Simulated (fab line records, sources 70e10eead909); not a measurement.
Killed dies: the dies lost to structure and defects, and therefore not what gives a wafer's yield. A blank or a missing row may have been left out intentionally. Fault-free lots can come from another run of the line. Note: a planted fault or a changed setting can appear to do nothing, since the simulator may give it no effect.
A lot that was struck, set against a sound lot || flow nand harc || 24 out of 1159 route steps
Sound: wafers L735.1, L735.4, L735.6. Wafers struck: L742.4, L742.5, L742.6. The cause is given at the end.
For every step that has rows: the tool of each side, followed by ch and its chambers, followed by its first start. Under that, the readings that differ: sound wafers || struck wafers || difference of the means || sigmas: that difference in standard deviations of wafers without a fault.
alike: a reading whose means differ by less than 2 such deviations, as well as words and numbers matching on both sides. not compared: withheld readings; readings where some wafer has no value; bounds like >300 that might hide an equal value; numbers whose values overlap and for which the record gives no deviation.
Wherever a step has rows on one side only, a row that says differs or no value, or a row with sigmas, the two part there. Numbers that have no deviation but don't overlap get no sigmas and don't part them. A reading that every wafer of one side lacks parts them only if that side has two wafers or more.

NHARC_A_M0_INSPECT_27:
  struck on defect inspect-02, day 20 04:52; sound on defect inspect-02, day 18 01:17
  alike: raw defect count
NHARC_A_M0_PRE_CLEAN_31: time 12 s.
  sound on pecvd-04 ch 0,1,2, day 18 01:38; struck on pecvd-02 ch 0,1,2, day 20 04:58
  alike: heater power w
  not compared: since wet clean h
NHARC_A_M0_DEP_32: deposits SiCN, target thk 30 nm.
  sound on pecvd-04 ch 0,1,2, day 18 01:47; struck on pecvd-02 ch 0,1,2, day 20 05:08
  alike: heater power w
  not compared: since wet clean h
then, 8 steps without rows for these wafers: NHARC_A_M1_DEP_00 (deposits SiOC, target thk 182.5 nm); NHARC_A_M1_DEHYDRATE_01 (time 120 s); NHARC_A_M1_HMDS_02 (time 30 s); NHARC_A_M1_COAT_34 (time 65 s); NHARC_A_M1_COAT_03 (resist thk 90 nm); NHARC_A_M1_SOFTBAKE_04 (time 55 s); NHARC_A_M1_EBR_05; NHARC_A_M1_EXPOSE_06 (exposes mask A M1, target cd 120 nm).
NHARC_A_M1_PEB_07: peb time 65 s.
  sound on litho track-01 ch 0, day 18 02:52; struck on litho track-01 ch 0, day 20 06:11
{"reading": "heater power total W (W)", "sound": "157.1 156.6 156.7", "struck": "163.5 163.7 164.3", "difference": "+7.0", "sigmas": "+17"}
{"reading": "plate temp C (C)", "sound": "100.04 100.20 100.14", "struck": "103.63 103.61 103.56", "difference": "+3.47", "sigmas": "+29"}
then, 1 step without rows for these wafers: NHARC_A_M1_DEVELOP_08 (develop time 35 s).
NHARC_A_M1_CD_MEAS_09: the cd target is 120 nm.
  sound on cd sem-03 ch 0, day 18 02:56; struck on cd sem-02 ch 0, day 20 06:16
{"reading": "cd nm (nm)", "sound": "119.6 120.5 120.6", "struck": "130.8 129.8 130.3", "difference": "+10.1", "sigmas": "+15"}
NHARC_A_M1_OVL_MEAS_10: pitch 240 nm.
  struck on overlay-02, day 20 06:20; sound on overlay-01, day 18 03:02
{"reading": "overlay y nm (nm)", "sound": "1.1 1.3 1.0", "struck": "-0.7 -0.4 -1.1", "difference": -1.9, "sigmas": -2}
  alike: overlay x nm
NHARC_A_M1_INSPECT_11:
  struck on defect inspect-02, day 20 06:23; sound on defect inspect-02, day 18 03:04
  alike: raw defect count
NHARC_A_M1_DESCUM_14: chemistry O2, time 3 s.
  sound on rie diel-09 ch 0,1,3, day 18 03:08; struck on rie diel-09 ch 0,3, day 20 06:27
{"reading": "model.A_M1.cd nm (nm)", "sound": "120.1 121 120.1", "struck": "130.4 130.3 131.4", "difference": "+10.3", "sigmas": ""}
  alike: drypump motor current A, oes product au, rf vpp V, showerhead plenum p Torr, throttle valve pct
  not compared: rf hours counter h
NHARC_A_M1_ETCH_35: etches the open film in N2/H2, target depth 40 nm, overetch 12 nm, time 43.94 s.
  sound on rie diel-09 ch 0,2, day 18 03:13; struck on rie diel-09 ch 0,1,2, day 20 06:32
  alike: drypump motor current A, oes product au, rf vpp V, showerhead plenum p Torr, throttle valve pct
  not compared: rf hours counter h
NHARC_A_M1_ETCH_15: etches the open film in C4F8/Ar, target depth 182.5 nm, time 91.2 s.
  sound on rie diel-09 ch 0,3; struck on rie diel-09 ch 0,3
  alike: oes product au, rf vpp V
  not compared: rf hours counter h
NHARC_A_M1_CD_MEAS_16:
  struck on cd sem-03, day 20 06:45; sound on cd sem-01, day 18 03:26
{"reading": "cd nm (nm)", "sound": "120.2 120.9 120.4", "struck": "130.0 129.9 131.7", "difference": "+10.0", "sigmas": "+12"}
NHARC_A_M1_STRIP_18: strips in N2/H2.
  sound on rie diel-09 ch 0,1,2, day 18 03:33; struck on rie diel-09 ch 0,2,3, day 20 06:52
  alike: drypump motor current A, oes product au, rf vpp V, showerhead plenum p Torr, throttle valve pct
  not compared: rf hours counter h
NHARC_A_M1_ETCH_28: etches the open film in CF4/N2, target depth 30 nm, time 72.99 s.
  sound on rie diel-09 ch 0,1; struck on rie diel-09 ch 0,3
{"reading": "model.A_M1.cd nm (nm)", "sound": "120 120.4 121", "struck": "130.3 129.5 132.4", "difference": "+10.3", "sigmas": ""}
  alike: drypump motor current A, oes product au, rf vpp V, showerhead plenum p Torr, throttle valve pct
  not compared: rf hours counter h
then, 2 steps without rows for these wafers: NHARC_A_M1_STRIP_19 (strips in post etch residue remover, time 600 s); NHARC_END_SORT_01.

## WHERE THEY PART
Last at NHARC_A_M1_CD_MEAS_16 as far as this record goes, first at NHARC_A_M1_PEB_07. Later steps at which nothing parts them and some readings are alike: NHARC_A_M1_STRIP_18, NHARC_A_M1_ETCH_28.

WHY: whatever the simulator had introduced
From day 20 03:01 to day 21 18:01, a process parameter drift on litho track-01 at NHARC_A_M1_PEB_07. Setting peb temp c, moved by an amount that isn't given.
